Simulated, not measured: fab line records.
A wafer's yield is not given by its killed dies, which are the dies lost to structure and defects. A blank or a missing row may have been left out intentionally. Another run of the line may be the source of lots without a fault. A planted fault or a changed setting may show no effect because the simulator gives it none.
fab line records	flow n5-finfet
record: lots: 4	wafers: 12	last-day: 18
route steps=1938 shown BEOL_M2@871 BEOL_M4@1111 PASSIVATION@1936
lots with no fault: from the same line, run without faults
start-h: hours from the record's opening day to when the first of the lot's shown wafers began	wait-h: how many hours have passed since the lot's step before this one	" repeats the value in the row above	L1.1+2: one row covering several wafers at once	- value missing, or start not given	* or withheld: withheld	< > ~ a bound
route shown NAME@n: a module of which the file shows steps, and the number in the route of the first	usual: mean and standard deviation over wafers with no fault	same: alike in all rows	chamber/n: place in a boat	sites: readings site by site	_std_site: how widely they spread, as a standard deviation	_edge_site: mean of outer sites minus mean of inner sites	radius-mm: for every site, how far away it sits from the centre of the wafer	mask NAME#n: copy n	behind: the last tool/chamber to shape the wafer	hold: the reason the lot was held/the length of the hold in hours/how it ended	device: whichever transistor did not switch (one of n, p or np)	end of line: tests of these same wafers at the route's end	a step with no rows: only its recipe	killed: the dies lost at the first sort to structure and to defects; this is not the yield of the wafer	map: dies across one wafer; x = killed, . = not, _ = none there
set.NAME: setting as actually run; set.NAME@STEP: the setting as run at that earlier step	model.NAME: the simulator's own value behind a step, which no gauge read
certain route steps with their lots: each step a table, each wafer a row
services: when a tool's chamber went out of use (start-h, in hours from the record's first day, below 0 if earlier), for how many hours, and the reason
== steps ==
step: N5_BEOL_M2_EBR_24
recipe: solvent: PGMEA	ebr-width-mm: 1.5
step: N5_BEOL_M2_SOFTBAKE_23
recipe: temp-c: 110	time-s: 60	resist: CAR-EUV
step: N5_BEOL_M2_EXPOSE_25
recipe: mask-id: V1	na: 0.33	source-shape: quasar	sigma-inner: 0.2	sigma-outer: 0.8	polarization: unpolarized	defocus-nm: 5	dose-mj: 63
step: N5_BEOL_M2_PEB_26
recipe: peb-temp-c: 100	peb-time-s: 60	resist: CAR-EUV
step: N5_BEOL_M2_DEVELOP_27
recipe: develop-time-s: 30	developer: TMAH	resist: CAR-EUV	rinse-liquid: surfactant-rinse	dry: air-spin	dev-temp-c: 23
step: N5_BEOL_M2_DESCUM_33
recipe: chemistry: O2	time-s: 7	source-power-w: 50	bias-power-w: 20	pressure-mtorr: 20	rf-frequency-hz: 2.712e+07	temp-c: 40	resist: CAR-EUV	o2-flow-sccm: 225
step: N5_BEOL_M2_ETCH_77
recipe: chemistry: N2/H2	target: underlayer	target-depth-a: 65	mask-material: CAR-EUV	time-s: 5.2	ion-energy-ev: 200	pressure-mtorr: 30	source-w: 840	bias-w: 150	n2-flow-sccm: 200	h2-flow-sccm: 200	ends: cleared
step: N5_BEOL_M2_ETCH_69
recipe: chemistry: CF4	target: SiARC	target-depth-a: 156	mask-material: CAR-EUV	time-s: 26	ion-energy-ev: 80	pressure-mtorr: 40	source-w: 545	bias-w: 36	Ar_flow_sccm: 100	cf4-flow-sccm: 100	ends: cleared
step: N5_BEOL_M2_ALD_98
recipe: material: SiO2	target-thk-a: 25	temp-c: 100	ald-precursor-family: BDEAS	ald-co-reactant: O2-plasma	pulse-time-s: 1	co-reactant-pulse-time-s: 1	purge-time-s: 2	co-reactant-purge-time-s: 2	ald-cycles: 17	pressure-torr: 2
step: N5_BEOL_M2_ETCHBACK_99
recipe: chemistry: CHF3	target: SiO2	target-depth-a: 50	time-s: 10.4	source-w: 215	bias-w: 47	Ar_flow_sccm: 200	CHF3_flow_sccm: 12	ion-energy-ev: 100	pressure-mtorr: 30
usual: CHF3_flow_sccm: 12.00/0.035	bias-w: 46.99/0.14	drypump-motor-current-A: 5.9/0.33	oes_f_703_au: 0.81/0.088	oes-product-au: 0.80/0.091	rf-vpp-V: 239/4.5	showerhead-plenum-p-Torr: 2.18/0.087	throttle-valve-pct: 16.97/0.21
lot.wafer	tool	chamber	start-h	wait-h	CHF3_flow_sccm	bias-w	drypump-motor-current-A	oes_f_703_au	oes-product-au	rf-hours-counter-h	rf-vpp-V	showerhead-plenum-p-Torr	throttle-valve-pct	model.CAR-EUV_of_BEOL_M2_COAT_22.thk-nm
L221.3	rie-diel-02	1	177.56	3.5	12.00	46.84	6.3	0.85	0.83	57	229	2.21	17.13	10.4
L221.4	"	0	"	"	12.01	47.02	5.8	0.72	0.72	178	239	2.03	16.81	10.4
L221.5	"	3	"	"	12.06	46.74	6.8	0.65	0.67	-	249	2.12	17.57	10.4
L226.1	rie-diel-04	2	181.03	0.3	12.01	47.07	6.0	0.84	0.82	78	237	2.26	16.97	10.4
L226.5	"	2	"	"	11.98	47.22	6.0	0.85	0.83	-	239	2.26	16.99	10.4
L226.6	"	0	"	"	11.98	47.04	5.9	0.87	0.86	-	240	2.25	17.03	10.2
L240.1	rie-diel-02	1	280.93	3.2	-	-	-	-	-	-	-	-	-	11.2
L240.2	"	0	"	"	-	-	-	-	-	-	-	-	-	11.2
L240.3	"	2	"	"	-	-	-	-	-	-	-	-	-	11.2
L241.1	rie-diel-04	0	280.97	5.4	-	-	-	-	-	-	-	-	-	11.2
L241.4	"	1	"	"	-	-	-	-	-	-	-	-	-	11.2
L241.5	"	3	"	"	-	-	-	-	-	-	-	-	-	11.2
step: N5_BEOL_M2_ETCH_70
recipe: chemistry: N2/H2	target: SOC	target-depth-a: 800	overetch-a: 240	mask-material: SiARC	temp-c: 40	time-s: 130	ion-energy-ev: 200	pressure-mtorr: 30	source-w: 840	bias-w: 150	n2-flow-sccm: 200	h2-flow-sccm: 200
step: N5_BEOL_M4_RC_MEAS_101
usual: DIBL_N: 37.2/2.5	DIBL_P: 38/3	IOFF_N: 0.17/0.044	IOFF_P: 0.24/0.059	ION_N: 667/13	ION_P: 461/7.9	SS_N: 71.8/0.86	SS_P: 73.6/0.92	VT_N: 250/4.1	VT_P: -249/3.9
lot.wafer	tool	chamber	start-h	wait-h	DIBL_N[mV/V]	DIBL_P[mV/V]	IOFF_N[nA/um]	IOFF_P[nA/um]	ION_N[uA/um]	ION_P[uA/um]	SS_N[mV/dec]	SS_P[mV/dec]	VT_N[mV]	VT_P[mV]
L221.3	prober-01	0	211.21	0.3	40.6	43	0.26	0.37	687	472	72.8	75.7	243	-244
L221.4	"	0	"	"	40.7	40	0.22	0.27	674	462	72.6	74.5	250	-246
L221.5	"	0	"	"	35.4	34	0.13	0.18	654	457	71.2	73.9	252	-252
L226.1	prober-02	0	216.35	0.0	34.9	33	0.10	0.18	653	456	71.6	72.5	257	-249
L226.5	"	0	"	"	39.0	39	0.18	0.28	681	467	71.6	74.6	249	-246
L226.6	"	0	"	"	35.7	34	0.12	0.20	665	461	71.2	73.0	255	-249
step: N5_PASSIVATION_PROBE_49
usual: defect-limited-yield: 91.5/1.4	killed_at_M0_to_M3: 32/11	killed_at_M4_up: 12/4.4	killed-at-contacts: 13/6.1	killed-at-front-end: 39/12	killed-at-other: 3.9/3	killed-dies: 100/17	killed-on-rim: 13/3.9	killed-open: 66/12	killed-short: 33/7.4	sort_bin_4_leakage: 0.03/0.14	sort_bin_5_function: 5.0/0.95	sort_bin_6_memory: 3.2/0.66	sort-n-pass: 1079/17	sort-yield-pct: 91.4/1.5
same: gross-dies: 1180	killed-at-back-side: 0	sort_bin_8_speed[%]: 0
lot.wafer	tool	chamber	start-h	wait-h	defect-limited-yield[%]	killed_at_M0_to_M3	killed_at_M4_up	killed-at-contacts	killed-at-front-end	killed-at-other	killed-dies	killed-on-rim	killed-open	killed-short	sort_bin_4_leakage[%]	sort_bin_5_function[%]	sort_bin_6_memory[%]	sort-n-pass	sort-yield-pct[%]
L221.3	prober-01	-	325.28	0.1	88.6	39	9	13	70	3	134	24	82	51	0.08	6.5	4.4	1045	88.6
L221.4	prober-01	-	325.33	0.2	90.3	44	21	11	36	3	115	15	86	27	0	6.3	3.4	1065	90.3
L221.5	prober-01	-	325.38	0.2	90.2	40	7	23	38	8	116	10	75	39	0	6.3	3.4	1064	90.2
L226.1	prober-02	-	331.98	0.0	88.4	32	18	23	60	4	137	18	100	37	0	6.9	4.2	1043	88.4
L226.5	prober-02	-	332.18	0.2	89.9	22	11	20	63	3	119	22	81	38	0	4.7	5.1	1061	89.9
L226.6	prober-02	-	332.23	0.3	89.5	42	21	21	35	5	124	16	78	45	0	5.4	4.6	1056	89.5
L241.1	prober-02	-	422.25	0.0	0	1104	9	10	51	6	1180	152	66	32	0	96.3	3.6	0	0
L241.4	prober-02	-	422.40	0.2	0	1104	13	10	46	7	1180	152	73	28	0	95.9	3.9	0	0
L241.5	prober-02	-	422.45	0.2	0	1112	10	7	46	5	1180	152	74	24	0	96.6	3.2	0	0
L240.1	prober-01	-	432.47	0.0	0	1110	14	18	34	4	1180	152	62	40	0	96.4	3.4	0	0
L240.2	prober-01	-	432.52	0.1	0	1074	10	18	72	6	1180	152	85	45	0	95.8	3.8	0	0
L240.3	prober-01	-	432.57	0.1	0	1129	15	6	29	1	1180	152	49	27	0	96.9	2.8	0	0
killed by level:class
L221.3 FIN_SAQP:geometric-particle:short=19 FIN_SAQP:geometric-particle:open=17 MOL_CONTACT_COAG:geometric-particle:open=9 BEOL_M1:geometric-particle:open=9 GATE_CUT:geometric-particle:short=8 BEOL_M2:geometric-particle:open=7 GATE_CUT:geometric-particle:open=6 BEOL_M0_SAQP:geometric-particle:short=6
L221.4 BEOL_M3:geometric-particle:open=13 FIN_SAQP:geometric-particle:open=11 BEOL_M2:geometric-particle:open=11 MOL_CONTACT_COAG:geometric-particle:open=8 BEOL_M4:geometric-particle:open=7 FIN_SAQP:geometric-particle:short=6 BEOL_M0_SAQP:geometric-particle:open=6 BEOL_M0_SAQP:geometric-particle:short=6
L221.5 MOL_CONTACT_COAG:geometric-particle:open=20 FIN_SAQP:geometric-particle:open=11 BEOL_M0_SAQP:geometric-particle:short=10 BEOL_M0_SAQP:geometric-particle:open=10 BEOL_M2:geometric-particle:open=7 GATE_CUT:geometric-particle:short=7 BEOL_M4:geometric-particle:open=6 BEOL_M1:geometric-particle:open=4
L226.1 MOL_CONTACT_COAG:geometric-particle:open=20 FIN_SAQP:geometric-particle:open=18 STI_FIN_REVEAL:geometric-particle:open=16 FIN_SAQP:geometric-particle:short=12 BEOL_M4:geometric-particle:open=9 BEOL_M0_SAQP:geometric-particle:short=7 BEOL_M0_SAQP:geometric-particle:open=6 BEOL_M2:geometric-particle:open=6
L226.5 STI_FIN_REVEAL:geometric-particle:open=27 MOL_CONTACT_COAG:geometric-particle:open=15 FIN_SAQP:geometric-particle:open=8 STI_FIN_REVEAL:geometric-particle:short=7 MOL_CONTACT_COAG:geometric-particle:short=5 FIN_SAQP:geometric-particle:short=4 BEOL_M0_SAQP:geometric-particle:short=4 DUMMY_GATE:geometric-particle:open=3
L226.6 MOL_CONTACT_COAG:geometric-particle:open=16 BEOL_M0_SAQP:geometric-particle:open=11 FIN_SAQP:geometric-particle:short=10 BEOL_M0_SAQP:geometric-particle:short=10 BEOL_M4:geometric-particle:open=9 FIN_SAQP:geometric-particle:open=8 BEOL_M1:geometric-particle:open=8 MOL_CONTACT_COAG:geometric-particle:short=5
L241.1 BEOL_M2:area-etchback=1082 GATE_CUT:geometric-particle:open=12 FIN_SAQP:geometric-particle:short=9 GATE_CUT:geometric-particle:short=8 FIN_SAQP:geometric-particle:open=6 DUMMY_GATE:geometric-particle:open=6 MOL_CONTACT_COAG:geometric-particle:open=6 BEOL_M2:geometric-particle:open=6
L241.4 BEOL_M2:area-etchback=1078 MOL_CONTACT_COAG:geometric-particle:open=10 DUMMY_GATE:geometric-particle:open=9 BEOL_M1:geometric-particle:open=9 STI_FIN_REVEAL:geometric-particle:open=8 GATE_CUT:geometric-particle:open=6 GATE_CUT:geometric-particle:short=6 BEOL_M2:geometric-particle:open=5
L241.5 BEOL_M2:area-etchback=1081 FIN_SAQP:geometric-particle:open=10 MOL_CONTACT_COAG:geometric-particle:open=7 BEOL_M3:geometric-particle:open=7 BEOL_M1:geometric-particle:open=7 DUMMY_GATE:geometric-particle:open=6 GATE_CUT:geometric-particle:open=6 BEOL_M0_SAQP:geometric-particle:short=6
L240.1 BEOL_M2:area-etchback=1078 MOL_CONTACT_COAG:geometric-particle:open=14 FIN_SAQP:geometric-particle:open=9 BEOL_M0_SAQP:geometric-particle:short=9 BEOL_M3:geometric-particle:open=6 BEOL_M0_SAQP:geometric-particle:open=5 BEOL_M4:geometric-particle:open=5 FIN_SAQP:geometric-particle:short=4
L240.2 BEOL_M2:area-etchback=1050 FIN_SAQP:geometric-particle:short=20 MOL_CONTACT_COAG:geometric-particle:open=16 FIN_SAQP:geometric-particle:open=15 STI_FIN_REVEAL:geometric-particle:open=7 DUMMY_GATE:geometric-particle:open=7 BEOL_M3:geometric-particle:open=6 DUMMY_GATE:geometric-particle:short=5
L240.3 BEOL_M2:area-etchback=1104 BEOL_M0_SAQP:geometric-particle:short=7 STI_FIN_REVEAL:geometric-particle:open=5 MOL_CONTACT_COAG:geometric-particle:open=5 BEOL_M4:geometric-particle:open=5 BEOL_M2:geometric-particle:open=5 FIN_SAQP:geometric-particle:open=4 BEOL_M0_SAQP:geometric-particle:open=4
map L240.1 (x killed, . not)
_________________xxxxxxxxxxxx________________
______________xxxxxxxxxxxxxxxxxx_____________
___________xxxxxxxxxxxxxxxxxxxxxxxx__________
__________xxxxxxxxxxxxxxxxxxxxxxxxxx_________
________xxxxxxxxxxxxxxxxxxxxxxxxxxxxxx_______
_______xxxxxxxxxxxxxxxxxxxxxxxxxxxxxxxx______
______xxxxxxxxxxxxxxxxxxxxxxxxxxxxxxxxxx_____
_____xxxxxxxxxxxxxxxxxxxxxxxxxxxxxxxxxxxx____
____xxxxxxxxxxxxxxxxxxxxxxxxxxxxxxxxxxxxxx___
___xxxxxxxxxxxxxxxxxxxxxxxxxxxxxxxxxxxxxxxx__
___xxxxxxxxxxxxxxxxxxxxxxxxxxxxxxxxxxxxxxxx__
__xxxxxxxxxxxxxxxxxxxxxxxxxxxxxxxxxxxxxxxxxx_
__xxxxxxxxxxxxxxxxxxxxxxxxxxxxxxxxxxxxxxxxxx_
_xxxxxxxxxxxxxxxxxxxxxxxxxxxxxxxxxxxxxxxxxxxx
_xxxxxxxxxxxxxxxxxxxxxxxxxxxxxxxxxxxxxxxxxxxx
_xxxxxxxxxxxxxxxxxxxxxxxxxxxxxxxxxxxxxxxxxxxx
_xxxxxxxxxxxxxxxxxxxxxxxxxxxxxxxxxxxxxxxxxxxx
_xxxxxxxxxxxxxxxxxxxxxxxxxxxxxxxxxxxxxxxxxxxx
_xxxxxxxxxxxxxxxxxxxxxxxxxxxxxxxxxxxxxxxxxxxx
_xxxxxxxxxxxxxxxxxxxxxxxxxxxxxxxxxxxxxxxxxxxx
_xxxxxxxxxxxxxxxxxxxxxxxxxxxxxxxxxxxxxxxxxxxx
__xxxxxxxxxxxxxxxxxxxxxxxxxxxxxxxxxxxxxxxxxx_
__xxxxxxxxxxxxxxxxxxxxxxxxxxxxxxxxxxxxxxxxxx_
___xxxxxxxxxxxxxxxxxxxxxxxxxxxxxxxxxxxxxxxx__
___xxxxxxxxxxxxxxxxxxxxxxxxxxxxxxxxxxxxxxxx__
____xxxxxxxxxxxxxxxxxxxxxxxxxxxxxxxxxxxxxx___
_____xxxxxxxxxxxxxxxxxxxxxxxxxxxxxxxxxxxx____
______xxxxxxxxxxxxxxxxxxxxxxxxxxxxxxxxxx_____
_______xxxxxxxxxxxxxxxxxxxxxxxxxxxxxxxx______
________xxxxxxxxxxxxxxxxxxxxxxxxxxxxxx_______
__________xxxxxxxxxxxxxxxxxxxxxxxxxx_________
___________xxxxxxxxxxxxxxxxxxxxxxxx__________
______________xxxxxxxxxxxxxxxxxx_____________
_________________xxxxxxxxxxxx________________
map L241.1 (x killed, . not)
_________________xxxxxxxxxxxx________________
______________xxxxxxxxxxxxxxxxxx_____________
___________xxxxxxxxxxxxxxxxxxxxxxxx__________
__________xxxxxxxxxxxxxxxxxxxxxxxxxx_________
________xxxxxxxxxxxxxxxxxxxxxxxxxxxxxx_______
_______xxxxxxxxxxxxxxxxxxxxxxxxxxxxxxxx______
______xxxxxxxxxxxxxxxxxxxxxxxxxxxxxxxxxx_____
_____xxxxxxxxxxxxxxxxxxxxxxxxxxxxxxxxxxxx____
____xxxxxxxxxxxxxxxxxxxxxxxxxxxxxxxxxxxxxx___
___xxxxxxxxxxxxxxxxxxxxxxxxxxxxxxxxxxxxxxxx__
___xxxxxxxxxxxxxxxxxxxxxxxxxxxxxxxxxxxxxxxx__
__xxxxxxxxxxxxxxxxxxxxxxxxxxxxxxxxxxxxxxxxxx_
__xxxxxxxxxxxxxxxxxxxxxxxxxxxxxxxxxxxxxxxxxx_
_xxxxxxxxxxxxxxxxxxxxxxxxxxxxxxxxxxxxxxxxxxxx
_xxxxxxxxxxxxxxxxxxxxxxxxxxxxxxxxxxxxxxxxxxxx
_xxxxxxxxxxxxxxxxxxxxxxxxxxxxxxxxxxxxxxxxxxxx
_xxxxxxxxxxxxxxxxxxxxxxxxxxxxxxxxxxxxxxxxxxxx
_xxxxxxxxxxxxxxxxxxxxxxxxxxxxxxxxxxxxxxxxxxxx
_xxxxxxxxxxxxxxxxxxxxxxxxxxxxxxxxxxxxxxxxxxxx
_xxxxxxxxxxxxxxxxxxxxxxxxxxxxxxxxxxxxxxxxxxxx
_xxxxxxxxxxxxxxxxxxxxxxxxxxxxxxxxxxxxxxxxxxxx
__xxxxxxxxxxxxxxxxxxxxxxxxxxxxxxxxxxxxxxxxxx_
__xxxxxxxxxxxxxxxxxxxxxxxxxxxxxxxxxxxxxxxxxx_
___xxxxxxxxxxxxxxxxxxxxxxxxxxxxxxxxxxxxxxxx__
___xxxxxxxxxxxxxxxxxxxxxxxxxxxxxxxxxxxxxxxx__
____xxxxxxxxxxxxxxxxxxxxxxxxxxxxxxxxxxxxxx___
_____xxxxxxxxxxxxxxxxxxxxxxxxxxxxxxxxxxxx____
______xxxxxxxxxxxxxxxxxxxxxxxxxxxxxxxxxx_____
_______xxxxxxxxxxxxxxxxxxxxxxxxxxxxxxxx______
________xxxxxxxxxxxxxxxxxxxxxxxxxxxxxx_______
__________xxxxxxxxxxxxxxxxxxxxxxxxxx_________
___________xxxxxxxxxxxxxxxxxxxxxxxx__________
______________xxxxxxxxxxxxxxxxxx_____________
_________________xxxxxxxxxxxx________________
== services ==
tool	chamber	start-h	hours	kind
rie-diel-02	-	158.13	14.6	pm
rie-diel-04	1	166.78	-	clean
rie-diel-04	1	166.78	-	consumable-replace:focus-ring
rie-diel-04	1	166.78	21.4	scheduled-down
rie-diel-04	1	166.78	21.4	vent-cycle
rie-diel-04	3	188.31	-	clean
rie-diel-04	3	188.31	-	consumable-replace:focus-ring
rie-diel-04	3	188.31	-	consumable-replace:showerhead
rie-diel-04	3	188.31	15.4	scheduled-down
rie-diel-04	3	188.31	15.4	vent-cycle
rie-diel-02	2	211.37	-	clean
rie-diel-02	2	211.37	-	consumable-replace:focus-ring
rie-diel-02	2	211.37	23.8	scheduled-down
rie-diel-02	2	211.37	23.8	vent-cycle
rie-diel-02	3	235.38	-	clean
rie-diel-02	3	235.38	-	consumable-replace:focus-ring
rie-diel-02	3	235.38	20.2	scheduled-down
rie-diel-02	3	235.38	20.2	vent-cycle
== key ==
first-sign: step: N5_BEOL_M2_ETCHBACK_99	reading: tool-record	direction: missing
effect: step: N5_PASSIVATION_PROBE_49	reading: killed_at_M0_to_M3	direction: up	sigmas: 99+	usual: 32	struck: 1106
model-effect: step: N5_BEOL_M2_ETCHBACK_99	value: CAR-EUV_of_BEOL_M2_COAT_22.thk-nm	without: 10.4	struck: 11.2
more-kills-born-at: N5_BEOL_M2_ETCHBACK_99@rie-diel-04: 3241	N5_BEOL_M2_ETCHBACK_99@rie-diel-02: 3232
met-at N5_BEOL_M2_ETCHBACK_99
struck-wafers L240.1,L240.2,L240.3,L241.1,L241.4,L241.5
later-rows-left-out L240.1,L240.2,L240.3,L241.1,L241.4,L241.5
onset-between 181.03 280.93
fault: kind: skipped-step-whole	tool: rie-diel-02,rie-diel-04	chamber: -	onset-h: 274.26	steps: N5_BEOL_M2_ETCHBACK_99	scope: struck-lots-only
later-rows-left-out: the simulator's readings of these wafers behind a module that went badly wrong aren't trusted and aren't shown, but for the sort
